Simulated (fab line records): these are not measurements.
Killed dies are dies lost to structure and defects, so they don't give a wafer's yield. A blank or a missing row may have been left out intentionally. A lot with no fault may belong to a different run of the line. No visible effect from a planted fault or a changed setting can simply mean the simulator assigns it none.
The tool behind it: which one?    flow n5 finfet    Sampling: 10 lots, 27 wafers, 5 of 1938 route steps

## WHAT THE GAUGES READ, wafer by wafer
N5_BEOL_M4_RC_MEAS_101.
lot   measured      on         DIBL_N (mV/V)
L507  day 9 06:52   prober-01  34.8 36.2 36.5
L509  day 9 23:53   prober-01  34.7 40.0 37.7
L516  day 13 04:21  prober-02  33.7 33.0 34.4
L517  day 13 07:22  prober-01  38.7 37.5 37.1
L518  day 13 16:12  prober-02  36.9 36.6
L520  day 13 17:46  prober-01  36.3 35.7
L521  day 13 20:29  prober-01  34.0 33.6
L525  day 14 10:26  prober-02  35.0 35.7 36.2
L526  day 14 13:58  prober-02  38.4 35.8 36.5
L528  day 16 01:31  prober-01  34.9 34.3 37.0

## EACH LOT AND THE TOOL THAT RAN IT (in order: tool; ch and the chambers of the sampled wafers; start)
lot   N5_GATE_CUT_STRIP_21                  N5_GATE_CUT_CMP_43             N5_MOL_CONTACT_COAG_ETCH_59        N5_MOL_CONTACT_COAG_ETCH_105
L507  plasma asher-01 ch 0,1, day 5 03:40   cmp-01 ch 0,1,2, day 5 05:46   rie diel-06 ch 2,3, day 5 06:50    rie diel-06 ch 2,3, day 5 06:52
L509  plasma asher-01 ch 0, day 5 13:16     cmp-01 ch 0,3, day 5 15:19     rie diel-04 ch 2,3, day 5 16:28    rie diel-04 ch 2,3, day 5 16:29
L516  plasma asher-02 ch 0,1, day 7 11:25   cmp-02 ch 0,2, day 7 13:22     rie diel-01 ch 0,1,2, day 7 14:32  rie diel-01 ch 0,1,2, day 7 14:33
L517  plasma asher-02 ch 1, day 7 17:26     cmp-02 ch 0,1, day 7 19:24     rie diel-01 ch 0,1,2, day 7 20:34  rie diel-01 ch 0,1,2, day 7 20:35
L518  plasma asher-01 ch 0,1, day 8 00:39   cmp-04 ch 2,3, day 8 02:37     rie diel-01 ch 1,2, day 8 03:47    rie diel-01 ch 1,2, day 8 03:49
L520  plasma asher-01 ch 0,1, day 8 11:26   cmp-01 ch 0,3, day 8 14:32     rie diel-01 ch 0,2, day 8 15:46    rie diel-01 ch 0,2, day 8 15:47
L521  plasma asher-01 ch 0,1, day 8 12:38   cmp-04 ch 0,1, day 8 15:02     rie diel-01 ch 1, day 8 16:13      rie diel-01 ch 1, day 8 16:14
L525  plasma asher-02 ch 0,1, day 9 13:01   cmp-04 ch 1,2, day 9 14:59     rie diel-06 ch 0,1, day 9 16:13    rie diel-06 ch 0,1, day 9 16:14
L526  plasma asher-01 ch 0,1, day 9 19:32   cmp-04 ch 0,2, day 9 21:35     rie diel-06 ch 0,1, day 9 22:49    rie diel-06 ch 0,1, day 9 22:50
L528  plasma asher-01 ch 0,1, day 10 12:52  cmp-01 ch 0,2,3, day 10 14:57  rie diel-06 ch 0,2, day 10 16:19   rie diel-06 ch 0,2, day 10 16:20
- N5_GATE_CUT_STRIP_21: strips in N2/H2, time 30 s.
- N5_GATE_CUT_CMP_43: polishes SiO2.
- N5_MOL_CONTACT_COAG_ETCH_59: etches underlayer in N2/H2, target depth 13 nm, time 10.4 s.
- N5_MOL_CONTACT_COAG_ETCH_105: etches SiARC in CF4, target depth 15.6 nm, time 26 s.

## THE ANSWER, worked out from the rows above alone
Rule: what is usual is taken from the lots themselves. Put in order of their means at a reading, lots are off if they are a third of the lots or fewer, leave a main group of 4 or more, and stand apart from it by a gap of 3 or more times the standard deviation of the main group's means; of several such gaps the widest counts. The tables above print the reading to a certain number of digits; a main group whose means all agree to those digits is not used. A lot without any number at a reading at which 4 lots or more have one is off too. All remaining lots with rows at the step are treated as sound.
Nothing can be told from this: no lot is off at any reading shown.

## WHAT THE SIMULATOR HAD INSERTED
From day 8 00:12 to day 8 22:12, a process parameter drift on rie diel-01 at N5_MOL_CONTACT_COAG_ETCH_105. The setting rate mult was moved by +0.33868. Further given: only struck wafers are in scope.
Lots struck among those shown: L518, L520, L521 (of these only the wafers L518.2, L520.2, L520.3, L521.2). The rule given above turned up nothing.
